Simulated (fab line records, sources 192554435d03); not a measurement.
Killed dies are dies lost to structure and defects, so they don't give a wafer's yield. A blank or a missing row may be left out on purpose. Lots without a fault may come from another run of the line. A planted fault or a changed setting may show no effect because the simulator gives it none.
Chamber matching | flow n5_finfet | N5_MOL_CONTACT_COAG_ETCH_89 on rie_diel-02: 4 sister chambers
The step etches underlayer in N2/H2, target depth 13 nm, time 10.4 s. 8 wafers are shown with their chamber, then 11 later ones without.

WAFERS WITH THEIR CHAMBER
wafer  | chamber | drypump_motor_current_A (A) | showerhead_plenum_p_Torr (Torr)
L083.1 | 1       | 5.5                         | 2.53
L083.5 | 0       | 6.3                         | 2.55
L084.4 | 1       | 5.5                         | 2.52
L084.6 | 2       | 5.3                         | 2.65
L085.3 | 3       | 5.7                         | 2.47
L085.5 | 3       | 5.7                         | 2.47
L085.6 | 2       | 5.2                         | 2.64
L090.1 | 0       | 6.3                         | 2.54

WAFERS WITHOUT THEIR CHAMBER
wafer  | drypump_motor_current_A (A) | showerhead_plenum_p_Torr (Torr)
L090.2 | 5.3                         | 2.64
L090.4 | 6.3                         | 2.54
L092.3 | 5.2                         | 2.64
L092.4 | 6.3                         | 2.54
L092.5 | 5.2                         | 2.64
L093.1 | 5.2                         | 2.64
L093.3 | 6.3                         | 2.54
L093.5 | 5.7                         | 2.46
L096.3 | 5.5                         | 2.52
L096.5 | 5.5                         | 2.52
L096.6 | 5.2                         | 2.63

WHICH CHAMBER EACH WENT THROUGH
wafer  | from the rows above | in truth
L090.2 | 2                   | 2
L090.4 | 0                   | 0
L092.3 | 2                   | 2
L092.4 | 0                   | 0
L092.5 | 2                   | 2
L093.1 | 2                   | 2
L093.3 | 0                   | 0
L093.5 | 3                   | 3
L096.3 | 1                   | 1
L096.5 | 1                   | 1
L096.6 | 2                   | 2
Placed correctly: 11 of 11. Can't be placed from these rows: 0. Placed wrongly: 0.
How it was worked out, from the rows above alone: a wafer's distance from a chamber is the root of the sum, over the readings, of the square of ((its reading less the chamber's mean) divided by the reading's scatter). The wafer belongs to the nearest chamber; if the next one is less than 2 further off, it can't be placed. A chamber's mean is the mean of its shown wafers. The scatter: the root of (the sum of the squares of (reading less its chamber's mean) over the shown wafers, divided by (wafers less chambers)).
